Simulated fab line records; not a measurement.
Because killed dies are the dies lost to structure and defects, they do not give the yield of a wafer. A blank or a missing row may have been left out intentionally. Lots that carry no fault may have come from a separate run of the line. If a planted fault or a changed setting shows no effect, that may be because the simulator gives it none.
fab line records    flow n5-finfet
record lots=24  wafers=72  last-day=17
route steps=1938 shown PMOS_HMC_CHANNEL_EPI@82 FIN_SAQP@94
lots that met no fault: taken from a fault-free run of the same line
start-h: hours from the record's opening day to when the first of the lot's shown wafers began    wait-h: hours since the lot's step before    " repeats the value in the row above    L1.1+2: a row that stands for several wafers    - no value present, or no start provided    * or withheld: withheld    < > ~ a bound
route shown NAME@n: NAME is a module with steps in the file, n the number in the route of the first one    usual: average and standard deviation across the fault-free wafers    same: alike in all rows    chamber/n: place in a boat    sites: the reading at each site    _std_site: standard deviation of those values    _edge_site: the outer-site mean with the inner-site mean subtracted    radius-mm: how far each site lies from the wafer's centre    mask NAME#n: copy n    behind: the most recent tool/chamber to have shaped the wafer    hold: why the lot went on hold/how many hours it stayed there/how the hold came to an end    device: which transistor (n, p or np) failed to switch    end of line: at the end of the route, the tests of the same wafers    a step without rows: its recipe alone    killed: not the wafer's yield, but the dies lost to structure and defects at the first sort    map: dies across one wafer; x = killed, . = not, _ = none there
set.NAME: the run value of the setting; set.NAME@STEP: its run value at that earlier step    model.NAME: the simulator's own value behind a step, which no gauge read
one table for each step of the route and one row for each wafer, over a sample of lots
services: from which hour (start-h, from the record's first day; less than 0 if before it) a tool's chamber was out of use, for how many hours, and why
## steps
# step N5_PMOS_HMC_CHANNEL_EPI_THK_MEAS_22
# recipe reads=SiGe30_of_PMOS_HMC_CHANNEL_EPI_EPI_20
# usual HMC_CMP_THK=54.3/0.6
lot.wafer  tool           chamber  start-h  wait-h  HMC_CMP_THK[nm]
L074.1     film-metro-02  -        20.88    -       55.1
L074.4     "              -        "        "       54.4
L074.5     "              -        "        "       54.3
L075.1     film-metro-02  -        25.96    -       53.3
L075.4     "              -        "        "       54.8
L075.6     "              -        "        "       53.4
L076.1     film-metro-01  -        31.95    -       54.1
L076.5     "              -        "        "       54.3
L076.6     "              -        "        "       54.7
L077.2     film-metro-01  -        37.40    -       54.6
L077.5     "              -        "        "       55.3
L077.6     "              -        "        "       54.6
L078.1     film-metro-01  -        43.66    -       54.4
L078.3     "              -        "        "       55.0
L078.6     "              -        "        "       53.7
L079.1     film-metro-02  -        49.82    -       53.7
L079.2     "              -        "        "       54.1
L079.4     "              -        "        "       53.9
L080.3     film-metro-02  -        56.19    -       54.2
L080.4     "              -        "        "       54.2
L080.5     "              -        "        "       54.2
L081.2     film-metro-02  -        61.91    -       54.8
L081.5     "              -        "        "       54.2
L081.6     "              -        "        "       54.0
L082.2     film-metro-02  -        67.80    -       53.3
L082.3     "              -        "        "       55.0
L082.6     "              -        "        "       54.0
L083.1     film-metro-02  -        74.21    -       55.3
L083.2     "              -        "        "       53.8
L083.3     "              -        "        "       54.1
L084.1     film-metro-02  -        80.52    -       54.2
L084.5     "              -        "        "       54.6
L084.6     "              -        "        "       54.2
L085.3     film-metro-02  -        85.62    -       54.5
L085.5     "              -        "        "       54.2
L085.6     "              -        "        "       55.0
L086.1     film-metro-01  -        91.74    -       53.9
L086.2     "              -        "        "       53.4
L086.6     "              -        "        "       53.5
L087.1     film-metro-02  -        97.60    -       53.9
L087.3     "              -        "        "       54.4
L087.4     "              -        "        "       53.4
L088.2     film-metro-02  -        103.50   -       55.5
L088.3     "              -        "        "       54.4
L088.5     "              -        "        "       54.8
L089.2     film-metro-01  -        109.63   -       55.0
L089.4     "              -        "        "       53.7
L089.6     "              -        "        "       54.4
L090.2     film-metro-01  -        115.94   -       54.2
L090.3     "              -        "        "       53.0
L090.5     "              -        "        "       53.1
L091.2     film-metro-01  -        122.86   -       54.5
L091.4     "              -        "        "       54.9
L091.6     "              -        "        "       54.4
L092.1     film-metro-01  -        129.56   -       54.3
L092.2     "              -        "        "       54.0
L092.5     "              -        "        "       54.7
L093.1     film-metro-02  -        136.81   -       54.7
L093.3     "              -        "        "       54.4
L093.5     "              -        "        "       54.2
L094.1     film-metro-02  -        139.50   -       54.8
L094.3     "              -        "        "       54.4
L094.5     "              -        "        "       54.7
L095.2     film-metro-01  -        146.26   -       55.5
L095.3     "              -        "        "       54.8
L095.4     "              -        "        "       54.3
L096.2     film-metro-01  -        152.17   -       55.1
L096.4     "              -        "        "       54.3
L096.6     "              -        "        "       54.8
L097.1     film-metro-02  -        158.02   -       54.3
L097.2     "              -        "        "       53.7
L097.4     "              -        "        "       55.3
# step N5_PMOS_HMC_CHANNEL_EPI_EPI_26
# recipe material=Si  target-thk-a=38  temp-c=650  precursor=SiH4/H2  pressure-torr=20  time-s=22.7
# usual throttle-valve-pct=11.10/0.2
lot.wafer  tool          chamber  start-h  wait-h  throttle-valve-pct
L074.1     epi-rpcvd-03  0        20.99    0.0     11.03
L074.4     "             0        "        "       10.77
L074.5     "             0        "        "       11.14
L075.1     epi-rpcvd-02  0        26.07    0.0     11.29
L075.4     "             0        "        "       11.51
L075.6     "             0        "        "       11.31
L076.1     epi-rpcvd-03  0        32.06    0.0     11.38
L076.5     "             0        "        "       11.20
L076.6     "             0        "        "       11.03
L077.2     epi-rpcvd-04  0        37.56    0.1     10.91
L077.5     "             0        "        "       11.05
L077.6     "             0        "        "       11.19
L078.1     epi-rpcvd-03  0        43.78    0.0     11.27
L078.3     "             0        "        "       11.09
L078.6     "             0        "        "       10.96
L079.1     epi-rpcvd-04  0        49.93    0.0     11.03
L079.2     "             0        "        "       11.00
L079.4     "             0        "        "       10.91
L080.3     epi-rpcvd-04  0        56.40    0.1     10.87
L080.4     "             0        "        "       10.96
L080.5     "             0        "        "       11.06
L081.2     epi-rpcvd-03  0        62.07    0.1     11.10
L081.5     "             0        "        "       11.27
L081.6     "             0        "        "       11.08
L082.2     epi-rpcvd-02  0        67.96    0.1     11.27
L082.3     "             0        "        "       11.36
L082.6     "             0        "        "       11.26
L083.1     epi-rpcvd-03  0        74.32    0.0     11.12
L083.2     "             0        "        "       11.19
L083.3     "             0        "        "       11.32
L084.1     epi-rpcvd-04  0        80.63    0.0     10.83
L084.5     "             0        "        "       10.90
L084.6     "             0        "        "       11.12
L085.3     epi-rpcvd-04  0        85.82    0.1     11.12
L085.5     "             0        "        "       11.06
L085.6     "             0        "        "       11.01
L086.1     epi-rpcvd-02  0        91.85    0.0     11.52
L086.2     "             0        "        "       11.36
L086.6     "             0        "        "       11.38
L087.1     epi-rpcvd-03  0        97.71    0.0     11.19
L087.3     "             0        "        "       11.04
L087.4     "             0        "        "       11.19
L088.2     epi-rpcvd-02  0        103.66   0.1     11.26
L088.3     "             0        "        "       11.43
L088.5     "             0        "        "       11.41
L089.2     epi-rpcvd-04  0        109.79   0.1     10.99
L089.4     "             0        "        "       11.21
L089.6     "             0        "        "       11.09
L090.2     epi-rpcvd-03  0        116.10   0.1     11.16
L090.3     "             0        "        "       11.41
L090.5     "             0        "        "       11.17
L091.2     epi-rpcvd-04  0        123.04   0.1     10.98
L091.4     "             0        "        "       11.02
L091.6     "             0        "        "       11.22
L092.1     epi-rpcvd-03  0        129.68   0.0     11.25
L092.2     "             0        "        "       11.24
L092.5     "             0        "        "       11.08
L093.1     epi-rpcvd-04  0        136.92   0.0     10.81
L093.3     "             0        "        "       10.87
L093.5     "             0        "        "       11.03
L094.1     epi-rpcvd-04  0        139.61   0.0     10.73
L094.3     "             0        "        "       11.04
L094.5     "             0        "        "       10.86
L095.2     epi-rpcvd-04  0        146.42   0.1     10.99
L095.3     "             0        "        "       10.99
L095.4     "             0        "        "       10.96
L096.2     epi-rpcvd-03  0        152.34   0.1     11.30
L096.4     "             0        "        "       11.17
L096.6     "             0        "        "       11.14
L097.1     epi-rpcvd-04  0        158.18   0.0     10.73
L097.2     "             0        "        "       10.63
L097.4     "             0        "        "       11.20
# step N5_PMOS_HMC_CHANNEL_EPI_INSPECT_30
# recipe inspect-instrument=darkfield  mode=post-epi
# usual raw-defect-count=18/6.6
lot.wafer  tool               chamber  start-h  wait-h  raw-defect-count
L074.1     defect-inspect-01  -        21.36    0.0     30
L074.4     "                  -        "        "       13
L074.5     "                  -        "        "       5
L075.1     defect-inspect-01  -        26.44    0.0     23
L075.4     "                  -        "        "       10
L075.6     "                  -        "        "       20
L076.1     defect-inspect-02  -        32.43    0.0     20
L076.5     "                  -        "        "       32
L076.6     "                  -        "        "       26
L077.2     defect-inspect-01  -        37.88    0.0     9
L077.5     "                  -        "        "       17
L077.6     "                  -        "        "       17
L078.1     defect-inspect-01  -        44.17    0.0     16
L078.3     "                  -        "        "       23
L078.6     "                  -        "        "       21
L079.1     defect-inspect-02  -        50.30    0.0     15
L079.2     "                  -        "        "       13
L079.4     "                  -        "        "       15
L080.3     defect-inspect-01  -        56.67    0.0     19
L080.4     "                  -        "        "       33
L080.5     "                  -        "        "       28
L081.2     defect-inspect-01  -        62.39    0.0     17
L081.5     "                  -        "        "       10
L081.6     "                  -        "        "       13
L082.2     defect-inspect-02  -        68.28    0.0     16
L082.3     "                  -        "        "       39
L082.6     "                  -        "        "       6
L083.1     defect-inspect-02  -        74.69    0.0     21
L083.2     "                  -        "        "       13
L083.3     "                  -        "        "       22
L084.1     defect-inspect-01  -        81.00    0.0     19
L084.5     "                  -        "        "       22
L084.6     "                  -        "        "       17
L085.3     defect-inspect-01  -        86.10    0.0     15
L085.5     "                  -        "        "       21
L085.6     "                  -        "        "       12
L086.1     defect-inspect-02  -        92.22    0.0     32
L086.2     "                  -        "        "       24
L086.6     "                  -        "        "       36
L087.1     defect-inspect-02  -        98.08    0.0     24
L087.3     "                  -        "        "       16
L087.4     "                  -        "        "       18
L088.2     defect-inspect-02  -        103.98   0.0     26
L088.3     "                  -        "        "       12
L088.5     "                  -        "        "       12
L089.2     defect-inspect-01  -        110.11   0.0     15
L089.4     "                  -        "        "       20
L089.6     "                  -        "        "       12
L090.2     defect-inspect-01  -        116.42   0.0     21
L090.3     "                  -        "        "       21
L090.5     "                  -        "        "       26
L091.2     defect-inspect-01  -        123.45   0.0     6
L091.4     "                  -        "        "       15
L091.6     "                  -        "        "       8
L092.1     defect-inspect-01  -        130.05   0.0     14
L092.2     "                  -        "        "       16
L092.5     "                  -        "        "       20
L093.1     defect-inspect-02  -        137.29   0.0     7
L093.3     "                  -        "        "       14
L093.5     "                  -        "        "       10
L094.1     defect-inspect-01  -        139.98   0.0     21
L094.3     "                  -        "        "       28
L094.5     "                  -        "        "       23
L095.2     defect-inspect-02  -        146.74   0.0     18
L095.3     "                  -        "        "       14
L095.4     "                  -        "        "       14
L096.2     defect-inspect-01  -        152.66   0.0     15
L096.4     "                  -        "        "       12
L096.6     "                  -        "        "       9
L097.1     defect-inspect-02  -        158.65   0.0     17
L097.2     "                  -        "        "       23
L097.4     "                  -        "        "       10
# step N5_FIN_SAQP_ALD_61
# recipe material=SiO2  target-thk-a=40  temp-c=300  ald-precursor-family=BDEAS  ald-co-reactant=O2-plasma  pulse-time-s=1  purge-time-s=2  co-reactant-purge-time-s=2  ald-cycles=43  pressure-torr=2
# usual heater-power-w=502/70  precursor-pulse-height-rel=1.000/0.021
lot.wafer  tool        chamber  start-h  wait-h  heater-power-w  precursor-pulse-height-rel
L074.1     ald-sin-02  0        21.68    0.2     513             1.003
L074.4     "           2        "        "       535             0.985
L074.5     "           1        "        "       612             1.022
L075.1     ald-sin-03  0        26.56    0.0     584             1.028
L075.4     "           3        "        "       566             1.009
L075.6     "           0        "        "       590             1.020
L076.1     ald-sin-03  2        32.55    0.0     440             1.018
L076.5     "           0        "        "       596             0.998
L076.6     "           1        "        "       462             1.042
L077.2     ald-sin-02  3        38.01    0.0     421             0.976
L077.5     "           1        "        "       595             0.989
L077.6     "           2        "        "       536             0.987
L078.1     ald-sin-04  2        44.29    0.0     402             1.024
L078.3     "           1        "        "       394             0.984
L078.6     "           3        "        "       517             0.998
L079.1     ald-sin-02  1        50.42    0.0     591             1.013
L079.2     "           3        "        "       425             0.996
L079.4     "           2        "        "       533             1.001
L080.3     ald-sin-02  2        56.79    0.0     536             0.998
L080.4     "           1        "        "       589             0.986
L080.5     "           0        "        "       523             0.998
L081.2     ald-sin-04  3        62.51    0.0     529             1.017
L081.5     "           2        "        "       395             1.016
L081.6     "           3        "        "       541             0.981
L082.2     ald-sin-03  3        69.52    1.1     585             0.963
L082.3     "           0        "        "       581             1.007
L082.6     "           3        "        "       577             1.018
L083.1     ald-sin-04  1        74.86    0.1     382             0.960
L083.2     "           2        "        "       397             0.987
L083.3     "           3        "        "       518             0.967
L084.1     ald-sin-04  0        81.39    0.3     517             1.018
L084.5     "           3        "        "       506             0.982
L084.6     "           0        "        "       516             1.004
L085.3     ald-sin-04  1        86.84    0.6     395             0.984
L085.5     "           3        "        "       524             1.015
L085.6     "           2        "        "       397             0.991
L086.1     ald-sin-04  2        92.35    0.0     402             0.978
L086.2     "           1        "        "       381             1.004
L086.6     "           1        "        "       387             0.998
L087.1     ald-sin-02  3        99.84    1.7     426             0.997
L087.3     "           2        "        "       535             1.052
L087.4     "           0        "        "       530             1.003
L088.2     ald-sin-02  3        104.10   0.0     434             0.980
L088.3     "           0        "        "       520             1.009
L088.5     "           1        "        "       589             1.009
L089.2     ald-sin-02  1        110.24   0.0     581             1.020
L089.4     "           3        "        "       422             0.962
L089.6     "           1        "        "       596             0.963
L090.2     ald-sin-04  1        116.55   0.0     391             1.009
L090.3     "           2        "        "       390             1.036
L090.5     "           3        "        "       525             1.012
L091.2     ald-sin-02  2        123.57   0.0     536             0.988
L091.4     "           0        "        "       518             1.013
L091.6     "           0        "        "       516             0.987
L092.1     ald-sin-02  1        130.17   0.0     588             1.029
L092.2     "           0        "        "       527             1.015
L092.5     "           1        "        "       600             1.019
L093.1     ald-sin-02  3        137.41   0.0     421             1.001
L093.3     "           0        "        "       525             0.992
L093.5     "           1        "        "       595             0.984
L094.1     ald-sin-04  0        140.11   0.0     527             0.996
L094.3     "           2        "        "       393             1.005
L094.5     "           3        "        "       513             0.998
L095.2     ald-sin-04  2        147.35   0.5     395             0.993
L095.3     "           1        "        "       389             0.990
L095.4     "           3        "        "       520             0.985
L096.2     ald-sin-02  3        152.78   0.0     433             1.028
L096.4     "           1        "        "       598             0.992
L096.6     "           1        "        "       594             0.985
L097.1     ald-sin-04  2        158.77   0.0     399             1.015
L097.2     "           0        "        "       516             1.007
L097.4     "           3        "        "       517             0.998
# step N5_FIN_SAQP_HM_DEP_72
# recipe material=SiO2  target-thk-a=120  temp-c=400  precursor=SiH4/N2O  pressure-torr=0.75  rf-w=275  time-s=7.2
# usual heater-power-w=760/130  showerhead-plenum-p-Torr=8.10/0.11
lot.wafer  tool      chamber  start-h  wait-h  heater-power-w  showerhead-plenum-p-Torr
L074.1     pecvd-01  2        22.55    0.0     737             8.23
L074.4     "         2        "        "       715             8.21
L074.5     "         0        "        "       598             8.14
L075.1     pecvd-04  2        27.31    0.0     847             8.13
L075.4     "         2        "        "       825             8.14
L075.6     "         0        "        "       643             8.09
L076.1     pecvd-04  0        33.30    0.0     654             8.10
L076.5     "         0        "        "       621             8.10
L076.6     "         1        "        "       835             8.00
L077.2     pecvd-02  2        38.82    0.0     948             7.98
L077.5     "         0        "        "       878             7.91
L077.6     "         1        "        "       592             8.33
L078.1     pecvd-02  2        45.38    0.0     955             7.98
L078.3     "         1        "        "       693             8.36
L078.6     "         2        "        "       981             7.99
L079.1     pecvd-04  2        51.17    0.0     879             8.14
L079.2     "         1        "        "       825             8.00
L079.4     "         0        "        "       711             8.11
L080.3     pecvd-01  0        57.59    0.0     588             8.15
L080.4     "         1        "        "       769             8.07
L080.5     "         2        "        "       655             8.20
L081.2     pecvd-02  1        63.31    0.0     699             8.36
L081.5     "         2        "        "       1072            8.00
L081.6     "         1        "        "       692             8.36
L082.2     pecvd-02  1        70.29    0.0     672             8.36
L082.3     "         1        "        "       665             8.34
L082.6     "         2        "        "       992             7.98
L083.1     pecvd-01  0        75.85    0.0     610             8.14
L083.2     "         2        "        "       679             8.22
L083.3     "         1        "        "       781             8.05
L084.1     pecvd-02  0        82.15    0.0     770             7.91
L084.5     "         2        "        "       953             7.98
L084.6     "         1        "        "       665             8.35
L085.3     pecvd-01  1        87.59    0.0     705             8.04
L085.5     "         1        "        "       701             8.05
L085.6     "         2        "        "       689             8.21
L086.1     pecvd-01  2        93.16    0.0     641             8.22
L086.2     "         1        "        "       761             8.05
L086.6     "         1        "        "       756             8.03
L087.1     pecvd-04  2        100.59   0.0     892             8.14
L087.3     "         1        "        "       766             8.01
L087.4     "         0        "        "       733             8.09
L088.2     pecvd-02  0        104.85   0.0     895             7.92
L088.3     "         1        "        "       678             8.33
L088.5     "         0        "        "       904             7.89
L089.2     pecvd-04  2        111.00   0.0     876             8.13
L089.4     "         2        "        "       870             8.13
L089.6     "         0        "        "       664             8.10
L090.2     pecvd-01  2        117.30   0.0     631             8.21
L090.3     "         1        "        "       727             8.03
L090.5     "         2        "        "       649             8.23
L091.2     pecvd-04  0        124.32   0.0     742             8.12
L091.4     "         2        "        "       897             8.14
L091.6     "         0        "        "       727             8.08
L092.1     pecvd-04  1        131.02   0.0     677             7.98
L092.2     "         0        "        "       732             8.11
L092.5     "         1        "        "       677             8.01
L093.1     pecvd-04  1        138.21   0.0     811             7.98
L093.3     "         2        "        "       913             8.13
L093.5     "         0        "        "       708             8.10
L094.1     pecvd-01  2        140.85   0.0     595             8.23
L094.3     "         1        "        "       791             8.03
L094.5     "         2        "        "       609             8.21
L095.2     pecvd-04  2        148.20   0.0     909             8.11
L095.3     "         1        "        "       829             7.99
L095.4     "         0        "        "       673             8.09
L096.2     pecvd-04  1        153.56   0.0     798             8.02
L096.4     "         0        "        "       717             8.08
L096.6     "         1        "        "       789             8.00
L097.1     pecvd-04  1        159.62   0.0     806             8.00
L097.2     "         0        "        "       719             8.12
L097.4     "         0        "        "       699             8.09
# step N5_FIN_SAQP_OVL_MEAS_17
# recipe points-per-wafer=44
# usual FIN_CORE_OVL=-0.4/0.77
lot.wafer  tool        chamber  start-h  wait-h  FIN_CORE_OVL[nm]
L074.1     overlay-01  0        23.04    0.0     1.1
L074.4     "           0        "        "       1.5
L074.5     "           0        "        "       0.2
L075.1     overlay-01  0        27.80    0.0     0.1
L075.4     "           0        "        "       0.6
L075.6     "           0        "        "       -0.4
L076.1     overlay-01  0        33.78    0.0     -0.4
L076.5     "           0        "        "       -0.6
L076.6     "           0        "        "       -1.3
L077.2     overlay-01  0        39.30    0.0     0.4
L077.5     "           0        "        "       0.4
L077.6     "           0        "        "       0.1
L078.1     overlay-02  0        45.91    0.1     0.1
L078.3     "           0        "        "       -0.4
L078.6     "           0        "        "       0.7
L079.1     overlay-02  0        51.53    0.0     -0.9
L079.2     "           0        "        "       -0.2
L079.4     "           0        "        "       -0.9
L080.3     overlay-01  0        58.07    0.0     -0.7
L080.4     "           0        "        "       -1.0
L080.5     "           0        "        "       -0.9
L081.2     overlay-02  0        63.82    0.0     -0.7
L081.5     "           0        "        "       -0.1
L081.6     "           0        "        "       -1.7
L082.2     overlay-01  0        70.81    0.0     0.6
L082.3     "           0        "        "       -1.4
L082.6     "           0        "        "       0.2
L083.1     overlay-02  0        76.33    0.0     -0.5
L083.2     "           0        "        "       -1.3
L083.3     "           0        "        "       -0.8
L084.1     overlay-01  0        82.51    0.0     0.0
L084.5     "           0        "        "       0.2
L084.6     "           0        "        "       0.8
L085.3     overlay-02  0        87.95    0.0     1.6
L085.5     "           0        "        "       0.8
L085.6     "           0        "        "       0.4
L086.1     overlay-02  0        93.65    0.0     0.1
L086.2     "           0        "        "       -0.2
L086.6     "           0        "        "       -0.9
L087.1     overlay-01  0        100.95   0.0     -1.2
L087.3     "           0        "        "       -1.3
L087.4     "           0        "        "       -1.0
L088.2     overlay-01  0        105.34   0.0     -0.4
L088.3     "           0        "        "       -0.2
L088.5     "           0        "        "       -0.9
L089.2     overlay-01  0        111.37   0.0     -1.3
L089.4     "           0        "        "       -0.2
L089.6     "           0        "        "       -1.6
L090.2     overlay-01  0        117.66   0.0     0.8
L090.3     "           0        "        "       0.6
L090.5     "           0        "        "       0.2
L091.2     overlay-01  0        124.81   0.0     -0.9
L091.4     "           0        "        "       -0.1
L091.6     "           0        "        "       -1.0
L092.1     overlay-01  0        131.40   0.0     -0.8
L092.2     "           0        "        "       -0.2
L092.5     "           0        "        "       -1.1
L093.1     overlay-02  0        138.69   0.0     -1.6
L093.3     "           0        "        "       -1.4
L093.5     "           0        "        "       -1.0
L094.1     overlay-01  0        141.34   0.0     -0.1
L094.3     "           0        "        "       0.9
L094.5     "           0        "        "       0.3
L095.2     overlay-01  0        148.69   0.0     -0.8
L095.3     "           0        "        "       -0.2
L095.4     "           0        "        "       -1.0
L096.2     overlay-02  0        154.05   0.0     -0.2
L096.4     "           0        "        "       0.7
L096.6     "           0        "        "       -0.3
L097.1     overlay-01  0        160.13   0.0     -0.1
L097.2     "           0        "        "       -0.8
L097.4     "           0        "        "       0.3
## services
tool        chamber  start-h  hours  kind
pecvd-02    0        15.77    10.2   scheduled-down
ald-sin-02  3        18.25    13.6   repair
pecvd-02    -        22.74    0.9    repair
ald-sin-04  -        29.12    1.2    repair
ald-sin-04  0        41.56    10.4   repair
pecvd-02    0        44.66    5.5    scheduled-down
pecvd-04    -        49.36    0.6    repair
pecvd-04    1        51.23    2.1    scheduled-down
pecvd-02    0        63.29    16.5   scheduled-down
ald-sin-03  2        80.06    14.1   repair
ald-sin-03  -        85.41    14.0   pm
ald-sin-03  0        85.41    14.0   vent-cycle
ald-sin-03  1        85.41    14.0   vent-cycle
ald-sin-03  3        85.41    14.0   vent-cycle
pecvd-02    0        89.41    3.7    repair
ald-sin-03  0        99.41    -      clean
ald-sin-03  1        99.41    -      clean
ald-sin-03  2        99.41    -      clean
pecvd-01    1        101.59   2.1    scheduled-down
ald-sin-03  0        107.21   21.4   repair
ald-sin-02  -        113.10   2.8    pm
pecvd-04    2        128.57   5.0    scheduled-down
pecvd-02    2        136.07   23.6   repair
pecvd-04    2        155.27   5.5    scheduled-down
## key
fault none
